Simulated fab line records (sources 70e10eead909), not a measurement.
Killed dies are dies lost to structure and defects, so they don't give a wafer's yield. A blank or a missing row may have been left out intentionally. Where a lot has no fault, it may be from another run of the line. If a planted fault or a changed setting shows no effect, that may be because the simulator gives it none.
Struck lot and sound lot, side by side ; flow nand_harc ; 31 out of 1302 route steps
Sound: the wafers L527.3, L527.5, L527.6. Struck: wafer L522.4 (left out: L522.3, L522.6 of the same lot, which were not struck); the cause appears at the end.
For every step that has rows: the tool of each side, followed by ch and its chambers, followed by its first start. Under that, the readings that differ: sound wafers ; struck wafers ; difference of the means ; sigmas: that difference in standard deviations of wafers without a fault.
alike: words and numbers the same on both sides, and readings whose means are apart by under 2 such deviations; not compared: readings that were withheld, readings missing a value for some wafer, numbers with overlapping values and no deviation given by the record, and bounds like >300 which may hide the same value.
A row with sigmas, a row that says differs or no value, or rows on one side alone: a step with any of these is where the two part. Numbers that have no deviation but don't overlap get no sigmas and don't part them. A reading missing from all wafers of one side parts the sides only when that side holds two or more wafers.

first, 2 steps without rows for these wafers: NHARC_A_CHANNEL_HOLE_D2_PEB_08 (peb time 65 s); NHARC_A_CHANNEL_HOLE_D2_DEVELOP_09 (develop time 35 s).
NHARC_A_CHANNEL_HOLE_D2_CD_MEAS_10: the cd target is 100 nm.
  sound on cd_sem-02 ch 0, day 19 13:29; struck on cd_sem-03 ch 0, day 17 19:15
  alike: cd_nm
NHARC_A_CHANNEL_HOLE_D2_OVL_MEAS_11:
  sound on overlay-01 at day 19 13:34; struck on overlay-02 at day 17 19:20
  alike: overlay_x_nm, overlay_y_nm
NHARC_A_CHANNEL_HOLE_D2_INSPECT_12:
  sound on defect_inspect-01 at day 19 13:37; struck on defect_inspect-01 at day 17 19:22
  alike: raw_defect_count
NHARC_A_CHANNEL_HOLE_D2_DESCUM_15: chemistry O2, time 3 s.
  sound on rie_diel-05 ch 0,1, day 19 13:41; struck on rie_diel-05 ch 1, day 17 19:26
  alike: drypump_motor_current_A, oes_product_au, rf_vpp_V, showerhead_plenum_p_Torr, throttle_valve_pct
  not compared: rf_hours_counter_h
then, 4 steps without rows for these wafers: NHARC_A_CHANNEL_HOLE_D2_ETCH_38 (etches the open film in CF4, target depth 39 nm, time 65 s); NHARC_A_CHANNEL_HOLE_D2_ETCH_39 (etches the open film in N2/H2, target depth 260 nm, time 325 s); NHARC_A_CHANNEL_HOLE_D2_ETCH_34 (etches the open film in CF4/CHF3, target depth 154 nm, time 77 s); NHARC_A_CHANNEL_HOLE_D2_ETCH_16 (etches the open film in O2/COS, target depth 3100 nm, time 806 s).
NHARC_A_CHANNEL_HOLE_D2_CD_MEAS_18:
  sound on cd_sem-01 at day 19 15:15; struck on cd_sem-03 at day 17 20:41
  alike: cd_nm
then, 1 step without rows for these wafers: NHARC_A_CHANNEL_HOLE_D2_ETCH_19 (etches the open film in C4F8/O2/Ar, time 34.5 s).
NHARC_A_CHANNEL_HOLE_D2_ETCH_20: etches the open film in C4F8/O2/Ar, time 361.9 s, target depth 1600 nm.
  sound on har_etch-01 ch 0,1, day 19 17:16; struck on har_etch-02 ch 0, day 18 00:38
reading;sound;struck;difference;sigmas
throttle_valve_pct (%);32.144 32.138 32.159;32.174;+0.027;+3
  alike: drypump_motor_current_A, showerhead_plenum_p_Torr
  not compared: rf_hours_counter_h
then, 3 steps without rows for these wafers: NHARC_A_CHANNEL_HOLE_D2_ETCH_21 (etches the open film in C4F8/O2/Ar, time 514.3 s, target depth 1600 nm); NHARC_A_CHANNEL_HOLE_D2_ETCH_22 (etches the open film in C4F8/O2/Ar, time 666.7 s, target depth 1600 nm); NHARC_A_CHANNEL_HOLE_D2_ETCH_23 (etches the open film in C4F8/O2/Ar, time 819 s, target depth 1600 nm).
NHARC_A_CHANNEL_HOLE_D2_ETCH_24: etches the open film in C4F8/O2/Ar, time 906.2 s, target depth 1500 nm.
  sound on har_etch-01 ch 0,1, day 19 19:29; struck on har_etch-02 ch 0, day 18 02:48
  alike: drypump_motor_current_A, showerhead_plenum_p_Torr, throttle_valve_pct
  not compared: rf_hours_counter_h
then, 1 step without rows for these wafers: NHARC_A_CHANNEL_HOLE_D2_ETCH_25 (etches the open film in C4F8/O2/Ar, time 1040.2 s, target depth 1500 nm).
NHARC_A_CHANNEL_HOLE_D2_ETCH_26: etches the open film in C4F8/O2/Ar, time 224.1 s, target depth 300 nm.
  sound on har_etch-01 ch 0,1, day 19 20:52; struck on har_etch-02 ch 0, day 18 04:15
  alike: drypump_motor_current_A, showerhead_plenum_p_Torr, throttle_valve_pct
  not compared: rf_hours_counter_h
then, 4 steps without rows for these wafers: NHARC_A_CHANNEL_HOLE_D2_ETCH_27 (etches the open film in C4F8/O2/Ar, time 90 s, target depth 400 nm); NHARC_A_CHANNEL_HOLE_D2_STRIP_41 (strips in N2/H2); NHARC_A_CHANNEL_HOLE_D2_STRIP_42 (strips in CF4/CHF3); NHARC_A_CHANNEL_HOLE_D2_STRIP_43 (strips in O2/COS).
NHARC_A_CHANNEL_HOLE_D2_ETCH_44: etches the open film in CF4/O2, target depth 140 nm, overetch 14 nm, time 77 s.
  sound on rie_diel-02 ch 0,1, day 19 21:43; struck on rie_diel-02 ch 1, day 18 05:08
  alike: cf4_flow_sccm, drypump_motor_current_A, oes_product_au, rf_vpp_V, showerhead_plenum_p_Torr, throttle_valve_pct
  not compared: rf_hours_counter_h
NHARC_A_CHANNEL_HOLE_D2_STRIP_28: strips in O2.
  sound: rie_diel-02 ch 0,1,3; struck: rie_diel-02 ch 2
reading;sound;struck;difference;sigmas
throttle_valve_pct (%);17.041 17.031 17.042;17.058;+0.020;+2
  alike: drypump_motor_current_A, oes_product_au, rf_vpp_V, showerhead_plenum_p_Torr
  not compared: rf_hours_counter_h
then, 2 steps without rows for these wafers: NHARC_A_CHANNEL_HOLE_D2_PRECLEAN_29 (cleans in SC1); NHARC_A_CHANNEL_HOLE_D2_SRD_30.
NHARC_A_CHANNEL_HOLE_D2_CD_MEAS_31:
  sound on cd_sem-01 at day 19 22:31; struck on cd_sem-02 at day 18 05:56
  alike: cd_nm
NHARC_A_CHANNEL_HOLE_D2_XSEM_32:
  sound on xsem-01 ch 0, day 19 22:36; struck on xsem-01 ch 0
  alike: bot_cd_nm, tilt_deg
  not compared: bow_nm
NHARC_A_CHANNEL_HOLE_D2_INSPECT_40:
  sound on defect_inspect-01 at day 19 22:41; struck on defect_inspect-02 at day 18 09:23
  alike: raw_defect_count
following that, these wafers have no rows for 1 step: NHARC_END_SORT_01.

== WHERE THEY PART ==
Last at NHARC_A_CHANNEL_HOLE_D2_STRIP_28 as far as this record goes, first at NHARC_A_CHANNEL_HOLE_D2_ETCH_20. Later steps at which nothing parts them and some readings are alike: NHARC_A_CHANNEL_HOLE_D2_CD_MEAS_31, NHARC_A_CHANNEL_HOLE_D2_XSEM_32, NHARC_A_CHANNEL_HOLE_D2_INSPECT_40.

WHY: whatever the simulator had introduced
har_etch-02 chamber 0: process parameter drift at NHARC_A_CHANNEL_HOLE_D2_ETCH_20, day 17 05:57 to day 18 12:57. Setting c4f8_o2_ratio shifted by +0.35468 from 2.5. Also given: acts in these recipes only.
